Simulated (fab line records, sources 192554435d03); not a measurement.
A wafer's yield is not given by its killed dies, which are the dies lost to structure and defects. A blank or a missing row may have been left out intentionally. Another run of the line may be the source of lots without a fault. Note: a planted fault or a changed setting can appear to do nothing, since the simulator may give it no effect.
The tool behind it: which one? -- flow n5_finfet -- 22 lots with 66 wafers sampled at 6 steps, on a route of 1938 steps

== WHAT THE GAUGES SHOWED, per wafer ==
N5_BEOL_M11_CD_MEAS_11 targets a cd of 64.1 nm.
lot,measured,on,cd_nm (nm)
L074,day 10 11:19,cd_sem-01,64.4 63.3 64.1
L076,day 11 00:01,cd_sem-01,63.8 63.4 64.5
L078,day 11 02:38,cd_sem-02,63.4 63.4 64.2
L077,day 11 06:13,cd_sem-01,66.5 65.4 66.1
L079,day 11 10:53,cd_sem-02,64.8 65.4 64.7
L080,day 11 09:34,cd_sem-03,65.0 64.8 65.3
L081,day 11 14:16,cd_sem-02,64.3 64.6 65.1
L083,day 12 09:04,cd_sem-02,65.4 65.7 65.6
L082,day 12 09:19,cd_sem-03,65.3 65.2 65.6
L084,day 12 11:23,cd_sem-03,63.5 63.8 64.3
L085,day 12 14:43,cd_sem-03,63.9 63.6 65.1
L086,day 12 16:52,cd_sem-03,64.3 65.8 66.1
L087,day 13 12:47,cd_sem-03,65.7 66.5 64.5
L089,day 13 12:34,cd_sem-02,64.8 63.5 64.0
L088,day 13 22:07,cd_sem-01,64.1 64.1 63.8
L091,day 14 07:25,cd_sem-03,63.1 64.0 63.8
L090,day 14 06:11,cd_sem-01,64.1 63.7 63.2
L092,day 14 22:40,cd_sem-03,63.9 63.0 63.5
L095,day 15 05:05,cd_sem-03,62.5 63.9 63.7
L094,day 15 08:43,cd_sem-03,63.8 63.5 63.0
L096,day 15 14:33,cd_sem-02,63.6 63.9 63.6
L097,day 16 05:19,cd_sem-02,62.8 62.9 63.6

== WHAT TOOL EACH LOT RAN ON (gives the tool, then ch and the chambers of the sampled wafers, and finally the start) ==
lot,N5_BEOL_M9_ETCH_41,N5_BEOL_M10_CURE_71,N5_BEOL_M10_ETCH_62,N5_BEOL_M10_DESCUM_33,N5_BEOL_M10_TRENCH_ETCH_37
L074,"rie_diel-06 ch 1,2,3, day 10 00:23 or earlier","uv_cure-01 ch 0, day 10 00:23","rie_diel-01 ch 0,2,3, day 10 02:28","rie_diel-05 ch 0,1,2, day 10 04:52","rie_diel-05 ch 0,1,2, day 10 11:19 or earlier"
L076,"rie_diel-03 ch 1,2,3, day 10 12:06 or earlier","uv_cure-02 ch 1, day 10 12:06","rie_diel-05 ch 0,2, day 10 15:51","rie_diel-05 ch 0,2, day 10 18:17","rie_diel-05 ch 0,2, day 11 00:01 or earlier"
L078,"rie_diel-03 ch 1,3, day 10 13:40 or earlier","uv_cure-01 ch 0, day 10 13:40","rie_diel-05 ch 0,2,3, day 10 16:08","rie_diel-05 ch 0,2, day 10 18:44","rie_diel-05 ch 0,2, day 11 02:38 or earlier"
L077,"rie_diel-06 ch 0,1, day 10 21:49 or earlier","uv_cure-01 ch 0, day 10 21:49","rie_diel-04 ch 0,2,3, day 10 23:39","rie_diel-04 ch 0,3, day 11 01:16","rie_diel-04 ch 0,3, day 11 06:13 or earlier"
L079,"rie_diel-03 ch 1,2, day 10 23:44 or earlier","uv_cure-03 ch 0, day 10 23:44","rie_diel-04 ch 0,3, day 11 02:53","rie_diel-05 ch 1,2, day 11 05:35","rie_diel-05 ch 1,2, day 11 10:53 or earlier"
L080,"rie_diel-02 ch 0,1,2, day 11 00:13 or earlier","uv_cure-01 ch 2, day 11 00:13","rie_diel-05 ch 1,2,3, day 11 03:03","rie_diel-01 ch 0,1,2, day 11 05:02","rie_diel-01 ch 0,1,2, day 11 09:34 or earlier"
L081,"rie_diel-03 ch 1,2,3, day 11 04:19 or earlier","uv_cure-03 ch 0, day 11 04:19","rie_diel-01 ch 0,1,3, day 11 06:53","rie_diel-04 ch 0,3, day 11 08:06","rie_diel-04 ch 0,3, day 11 14:16 or earlier"
L083,"rie_diel-03 ch 0,1,2, day 12 01:05 or earlier","uv_cure-03 ch 1, day 12 01:05","rie_diel-05 ch 2,3, day 12 02:37","rie_diel-04 ch 0,3, day 12 04:46","rie_diel-04 ch 0,3, day 12 09:04 or earlier"
L082,"rie_diel-03 ch 0,2, day 12 01:08 or earlier","uv_cure-02 ch 0, day 12 01:08","rie_diel-04 ch 0,1,3, day 12 02:47","rie_diel-01 ch 0,2,3, day 12 04:37","rie_diel-01 ch 0,2,3, day 12 09:19 or earlier"
L084,"rie_diel-02 ch 0,2,3, day 12 01:38 or earlier","uv_cure-03 ch 0, day 12 01:38","rie_diel-05 ch 1,2,3, day 12 02:56","rie_diel-01 ch 2,3, day 12 05:08","rie_diel-01 ch 2,3, day 12 11:23 or earlier"
L085,"rie_diel-06 ch 0,1, day 12 07:20 or earlier","uv_cure-02 ch 0, day 12 07:20","rie_diel-05 ch 0,3, day 12 09:16","rie_diel-04 ch 1,3, day 12 10:21","rie_diel-04 ch 1,3, day 12 14:43 or earlier"
L086,"rie_diel-06 ch 0,1,3, day 12 08:12 or earlier","uv_cure-03 ch 2, day 12 08:12","rie_diel-01 ch 0,3, day 12 09:28","rie_diel-05 ch 0,1,2, day 12 11:05","rie_diel-05 ch 0,1,2, day 12 16:52 or earlier"
L087,"rie_diel-02 ch 0,1, day 13 00:26 or earlier","uv_cure-01 ch 1, day 13 00:26","rie_diel-04 ch 1,2,3, day 13 03:50","rie_diel-01 ch 2,3, day 13 06:46","rie_diel-01 ch 2,3, day 13 12:47 or earlier"
L089,"rie_diel-06 ch 0,1,3, day 13 00:46 or earlier","uv_cure-02 ch 1, day 13 00:46","rie_diel-05 ch 1,2,3, day 13 04:00","rie_diel-05 ch 0,1,2, day 13 06:31","rie_diel-05 ch 0,1,2, day 13 12:34 or earlier"
L088,"rie_diel-03 ch 1,2,3, day 13 12:11 or earlier","uv_cure-01 ch 2, day 13 12:11","rie_diel-01 ch 0,1,3, day 13 14:07","rie_diel-04 ch 0,2,3, day 13 17:14","rie_diel-04 ch 0,2,3, day 13 22:07 or earlier"
L091,"rie_diel-06 ch 1,2, day 13 20:26 or earlier","uv_cure-02 ch 2, day 13 20:26","rie_diel-04 ch 0,1,2, day 13 22:38","rie_diel-04 ch 2,3, day 14 00:49","rie_diel-04 ch 2,3, day 14 07:25 or earlier"
L090,"rie_diel-06 ch 1,2, day 13 21:19 or earlier","uv_cure-02 ch 1, day 13 21:19","rie_diel-04 ch 0,1,3, day 13 23:11","rie_diel-05 ch 0,2,3, day 14 00:33","rie_diel-05 ch 0,2,3, day 14 06:11 or earlier"
L092,"rie_diel-06 ch 2,3, day 14 13:34 or earlier","uv_cure-03 ch 2, day 14 13:34","rie_diel-04 ch 0,2,3, day 14 15:23","rie_diel-05 ch 0,1,2, day 14 17:17","rie_diel-05 ch 0,1,2, day 14 22:40 or earlier"
L095,"rie_diel-06 ch 0,3, day 14 19:08 or earlier","uv_cure-03 ch 1, day 14 19:08","rie_diel-05 ch 0,1,2, day 14 22:28","rie_diel-01 ch 0,3, day 14 23:19","rie_diel-01 ch 0,3, day 15 05:05 or earlier"
L094,"rie_diel-03 ch 0,1, day 15 01:37 or earlier","uv_cure-01 ch 0, day 15 01:37","rie_diel-01 ch 1,3, day 15 02:44","rie_diel-01 ch 0,1,3, day 15 03:42","rie_diel-01 ch 0,1,3, day 15 08:43 or earlier"
L096,"rie_diel-03 ch 0,1,2, day 15 06:55 or earlier","uv_cure-03 ch 2, day 15 06:55","rie_diel-01 ch 0,1, day 15 08:46","rie_diel-05 ch 0,2,3, day 15 09:31","rie_diel-05 ch 0,2,3, day 15 14:33 or earlier"
L097,"rie_diel-06 ch 1,3, day 15 19:40 or earlier","uv_cure-03 ch 0, day 15 19:40","rie_diel-04 ch 1,3, day 15 21:19","rie_diel-01 ch 0,1, day 15 22:36","rie_diel-01 ch 0,1, day 16 05:19 or earlier"
- N5_BEOL_M9_ETCH_41: etches SiCN in CH3F/O2, target depth 36.6 nm, time 70.1 s.
- N5_BEOL_M10_CURE_71: cures SiCOH lowk, time 240 s.
- N5_BEOL_M10_ETCH_62: etches SOC in N2/H2, target depth 110 nm, overetch 22 nm, time 165 s.
- N5_BEOL_M10_DESCUM_33: chemistry O2, time 7.9 s.
- N5_BEOL_M10_TRENCH_ETCH_37: etches SiCOH lowk in C4F6/O2, target depth 148.83 nm, time 48 s.

== AS READ BY THE TOOLS THEMSELVES (means over the sampled wafers that have a number; for cases with no such wafer, the mark the record gives instead) ==
N5_BEOL_M9_ETCH_41.
lot,tool,bias_w (W),drypump_motor_current_A (A),oes_product_au (a.u.),rf_vpp_V (V),showerhead_plenum_p_Torr (Torr),throttle_valve_pct (%)
L074,rie_diel-06,75.04,4.9,0.77,297.1,2.03,16.41
L076,rie_diel-03,74.77,5.6,0.79,297.7,1.98,16.27
L078,rie_diel-03,75.24,5.5,0.80,297.9,2.04,16.15
L077,rie_diel-06,75.03,5.9,0.73,297.3,1.96,16.62
L079,rie_diel-03,74.91,5.1,0.84,298.1,2.06,16.17
L080,rie_diel-02,75.08,5.6,0.74,294.9,1.92,16.58
L081,rie_diel-03,75.08,5.6,0.78,297.4,1.98,16.29
L083,rie_diel-03,74.94,5.4,0.77,297.4,2.04,16.28
L082,rie_diel-03,74.95,5.7,0.73,297.6,2.03,16.38
L084,rie_diel-02,75.14,5.8,0.81,296.2,1.95,16.38
L085,rie_diel-06,75.08,5.7,0.74,297.4,2.03,16.47
L086,rie_diel-06,75.12,5.5,0.75,296.8,1.99,16.49
L087,rie_diel-02,74.64,5.6,0.84,295.9,1.93,16.45
L089,rie_diel-06,74.57,5.4,0.75,296.9,1.99,16.50
L088,rie_diel-03,75.03,5.6,0.85,297.7,2.05,16.16
L091,rie_diel-06,74.78,4.9,0.88,297.6,2.01,16.26
L090,rie_diel-06,75.04,5.2,0.82,298.4,2.06,16.30
L092,rie_diel-06,74.95,4.7,0.88,297.1,1.97,16.27
L095,rie_diel-06,74.83,5.8,0.91,299.0,2.08,16.35
L094,rie_diel-03,75.12,5.3,0.76,298.5,2.09,16.19
L096,rie_diel-03,75.10,5.4,0.75,298.3,2.03,16.32
L097,rie_diel-06,75.16,5.0,0.77,296.9,2.02,16.36

N5_BEOL_M10_CURE_71.
lot,tool,lamp_power_pct (%),wafer_temp_C_max
L074,uv_cure-01,52.26,386.4
L076,uv_cure-02,52.33,387.1
L078,uv_cure-01,52.31,386.1
L077,uv_cure-01,52.30,386.3
L079,uv_cure-03,52.24,385.7
L080,uv_cure-01,52.32,386.4
L081,uv_cure-03,52.39,386.1
L083,uv_cure-03,52.30,387.3
L082,uv_cure-02,52.34,387.6
L084,uv_cure-03,52.32,386.0
L085,uv_cure-02,52.30,387.1
L086,uv_cure-03,52.32,387.4
L087,uv_cure-01,52.33,388.4
L089,uv_cure-02,52.27,387.6
L088,uv_cure-01,52.33,386.7
L091,uv_cure-02,52.31,386.4
L090,uv_cure-02,52.33,387.1
L092,uv_cure-03,52.34,387.0
L095,uv_cure-03,52.29,388.2
L094,uv_cure-01,52.33,386.5
L096,uv_cure-03,52.31,387.2
L097,uv_cure-03,52.39,385.9

N5_BEOL_M10_ETCH_62.
lot,tool,bias_w (W),drypump_motor_current_A (A),oes_product_au (a.u.),rf_vpp_V (V),showerhead_plenum_p_Torr (Torr),throttle_valve_pct (%)
L074,rie_diel-01,150.4,5.9,0.66,525.2,2.59,18.0
L076,rie_diel-05,150.2,5.6,0.67,522.1,2.49,18.0
L078,rie_diel-05,149.9,5.6,0.68,522.3,2.49,18.0
L077,rie_diel-04,149.8,5.8,0.72,521.0,2.48,17.7
L079,rie_diel-04,149.7,6.0,0.68,522.1,2.46,17.8
L080,rie_diel-05,150.5,5.8,0.68,522.5,2.49,18.0
L081,rie_diel-01,150.0,6.1,0.64,524.3,2.54,18.2
L083,rie_diel-05,149.7,5.6,0.69,522.0,2.49,18.0
L082,rie_diel-04,149.8,5.8,0.68,522.6,2.50,17.8
L084,rie_diel-05,150.0,5.8,0.68,522.7,2.48,18.0
L085,rie_diel-05,150.2,5.1,0.71,522.0,2.46,17.8
L086,rie_diel-01,150.1,6.1,0.65,524.0,2.55,18.0
L087,rie_diel-04,150.1,5.6,0.71,522.5,2.51,17.7
L089,rie_diel-05,150.4,5.8,0.67,521.4,2.48,18.0
L088,rie_diel-01,149.7,6.0,0.69,523.9,2.54,18.1
L091,rie_diel-04,150.0,5.5,0.67,522.0,2.51,17.9
L090,rie_diel-04,150.2,5.8,0.68,522.3,2.49,17.8
L092,rie_diel-04,150.1,5.8,0.68,520.9,2.47,17.8
L095,rie_diel-05,150.2,5.9,0.64,522.4,2.46,18.1
L094,rie_diel-01,149.4,5.8,0.73,522.8,2.51,18.1
L096,rie_diel-01,150.3,5.9,0.72,522.6,2.52,18.2
L097,rie_diel-04,150.0,5.6,0.68,523.7,2.53,17.8

N5_BEOL_M10_DESCUM_33.
lot,tool,drypump_motor_current_A (A),oes_product_au (a.u.),rf_vpp_V (V),showerhead_plenum_p_Torr (Torr),throttle_valve_pct (%)
L074,rie_diel-05,5.9,0.80,242.2,2.05,20.58
L076,rie_diel-05,6.2,0.76,242.2,2.04,20.68
L078,rie_diel-05,5.6,0.80,242.5,2.03,20.51
L077,rie_diel-04,5.9,0.80,242.8,2.01,20.28
L079,rie_diel-05,6.1,0.79,242.4,2.06,20.69
L080,rie_diel-01,5.8,0.73,244.0,2.11,20.73
L081,rie_diel-04,6.0,0.84,241.6,2.03,20.26
L083,rie_diel-04,6.0,0.79,242.1,2.01,20.30
L082,rie_diel-01,5.8,0.75,243.1,2.11,20.49
L084,rie_diel-01,5.5,0.74,244.5,2.13,20.45
L085,rie_diel-04,5.8,0.87,242.5,2.07,20.34
L086,rie_diel-05,5.9,0.78,242.0,2.04,20.62
L087,rie_diel-01,5.5,0.74,244.1,2.12,20.45
L089,rie_diel-05,5.9,0.77,242.2,2.04,20.64
L088,rie_diel-04,5.8,0.83,242.2,2.03,20.30
L091,rie_diel-04,5.8,0.86,241.5,2.04,20.29
L090,rie_diel-05,5.6,0.80,242.8,2.02,20.52
L092,rie_diel-05,5.8,0.76,242.3,2.03,20.65
L095,rie_diel-01,6.2,0.72,243.1,2.08,20.57
L094,rie_diel-01,6.0,0.79,242.8,2.08,20.64
L096,rie_diel-05,5.6,0.77,241.9,2.02,20.54
L097,rie_diel-01,6.1,0.78,242.3,2.08,20.68

N5_BEOL_M10_TRENCH_ETCH_37.
lot,tool,bias_w (W),drypump_motor_current_A (A),oes_product_au (a.u.),rf_vpp_V (V),showerhead_plenum_p_Torr (Torr),throttle_valve_pct (%)
L074,rie_diel-05,185.5,5.9,0.80,667,2.79,21.08
L076,rie_diel-05,185.5,6.2,0.75,656,2.79,21.21
L078,rie_diel-05,185.0,5.6,0.79,661,2.80,21.14
L077,rie_diel-04,185.1,5.9,0.80,656,2.74,20.74
L079,rie_diel-05,185.1,6.1,0.78,673,2.77,21.06
L080,rie_diel-01,184.5,5.8,0.72,660,2.89,21.32
L081,rie_diel-04,185.2,6.0,0.85,670,2.76,20.73
L083,rie_diel-04,185.1,6.0,0.79,655,2.73,20.74
L082,rie_diel-01,185.0,5.9,0.74,663,2.92,21.24
L084,rie_diel-01,185.0,5.5,0.74,644,2.96,21.28
L085,rie_diel-04,185.0,5.8,0.86,664,2.82,20.87
L086,rie_diel-05,185.3,5.9,0.77,667,2.78,21.11
L087,rie_diel-01,184.9,5.5,0.73,644,2.95,21.30
L089,rie_diel-05,184.7,5.9,0.77,667,2.78,21.12
L088,rie_diel-04,185.3,5.8,0.81,668,2.75,20.76
L091,rie_diel-04,185.0,5.8,0.87,683,2.77,20.75
L090,rie_diel-05,184.9,5.6,0.77,658,2.79,21.16
L092,rie_diel-05,184.8,5.9,0.75,667,2.77,21.14
L095,rie_diel-01,185.3,6.2,0.74,682,2.87,21.25
L094,rie_diel-01,184.1,6.0,0.80,686,2.84,21.27
L096,rie_diel-05,185.5,5.6,0.76,659,2.78,21.16
L097,rie_diel-01,184.8,6.1,0.79,687,2.84,21.21

== THE ANSWER, worked out from the rows above alone ==
Rule: the lots themselves supply what counts as usual. The widest of any qualifying gaps counts: lots, ordered by their means at a reading, are off when they make up no more than a third of the lots, leave a main group of 4 or more, and stand apart from it by 3 or more times the standard deviation of that group's means. Not used: any main group whose means are identical at the precision the tables above print for the reading. Also off: a lot with no number at a reading for which 4 or more lots have one. Any other lot the step has rows for is counted as sound. Order of review: gauges by route order, followed by the tools' own readings, for which a lot's mean as printed above is used. The first step at which some lot is off is used, and at that step the reading that is off furthest; a lot without a number counts as furthest.
No lot is off at any reading shown: from this, nothing can be told.

== WHAT THE SIMULATOR HAD PUT IN ==
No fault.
